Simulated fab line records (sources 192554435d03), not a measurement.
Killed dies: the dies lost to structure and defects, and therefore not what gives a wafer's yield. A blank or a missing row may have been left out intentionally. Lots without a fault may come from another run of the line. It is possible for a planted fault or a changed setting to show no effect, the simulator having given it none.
Chamber matching -- flow n5Finfet -- N5_BEOL_M4_DESCUM_16 on rieDiel-01 has 4 sister chambers
The step chemistry O2, time 7 s. 4 wafers are shown with their chamber, then 7 later ones without.

== EACH WAFER AND ITS CHAMBER ==
wafer,chamber,throttleValvePct (%)
L087.3,1,20.12
L087.6,2,20.71
L090.1,3,19.94
L090.4,0,20.70

== WAFERS WHOSE CHAMBER IS MISSING ==
wafer,throttleValvePct (%)
L090.5,19.94
L096.1,20.15
L096.3,19.98
L096.5,20.73
L095.3,20.15
L095.5,19.99
L095.6,20.71

== EACH ONE'S CHAMBER ==
wafer,from the rows above,in truth
L090.5,3,3
L096.1,1,1
L096.3,3,3
L096.5,can't be placed: 2 or 0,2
L095.3,1,1
L095.5,3,3
L095.6,can't be placed: 2 or 0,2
5 of 7 placed correctly. These rows do not allow placing 2 (true chamber among the candidates in 2). 0 placed wrongly.
How it was worked out, from the rows above alone: a wafer's distance from a chamber is the root of the sum, over the readings, of the square of ((its reading less the chamber's mean) divided by the reading's scatter). The wafer belongs to the nearest chamber; if the next one is less than 2 further off, it can't be placed. For every chamber, the mean is computed from those of its wafers that are shown. The scatter (one wafer shown for each chamber): square how far every hidden wafer sits from the nearest shown wafer, average those squares and take the square root.
